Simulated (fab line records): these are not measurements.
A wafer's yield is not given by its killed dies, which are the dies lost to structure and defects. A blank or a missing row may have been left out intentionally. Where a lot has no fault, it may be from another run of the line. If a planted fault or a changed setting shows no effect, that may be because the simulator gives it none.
What tool caused it? -- flow n5_finfet -- route of 1938 steps, sampled at 1 step: 12 lots, 36 wafers

## WHAT THE GAUGES SHOWED, per wafer
N5_BEOL_M6_INSPECT_13: inspects for defects (brightfield).
lot,measured,on,raw_defect_count
L077,day 9 05:40,defect_inspect-01,376 402 434
L075,day 9 17:27,defect_inspect-02,566 449 532
L079,day 10 23:10,defect_inspect-02,341 329 350
L082,day 11 00:25,defect_inspect-02,382 452 389
L083,day 11 08:11,defect_inspect-02,481 505 677
L084,day 12 05:57,defect_inspect-02,476 518 468
L088,day 12 10:31,defect_inspect-02,262 299 337
L086,day 12 15:17,defect_inspect-02,349 370 492
L091,day 13 09:42,defect_inspect-02,540 611 471
L093,day 13 22:52,defect_inspect-01,326 751 403
L094,day 15 03:13,defect_inspect-02,391 458 392
L097,day 16 02:50,defect_inspect-01,456 392 245

## EACH LOT AND THE TOOL THAT RAN IT (in order: tool; ch and the chambers of the sampled wafers; start)
Before these readings, the record contains no process step.

## THE ANSWER, worked out from the rows above alone
Rule: the usual values come from the lots themselves. The widest of any qualifying gaps counts: lots, ordered by their means at a reading, are off when they make up no more than a third of the lots, leave a main group of 4 or more, and stand apart from it by 3 or more times the standard deviation of that group's means. If all means in a main group match to the digits the tables above print for the reading, that group is not used. A lot without any number at a reading at which 4 lots or more have one is off too. The other lots that the step has rows for count as sound.
No lot is off on any of the readings shown, so nothing can be concluded from this.

## WHAT HAD BEEN PUT IN BY THE SIMULATOR
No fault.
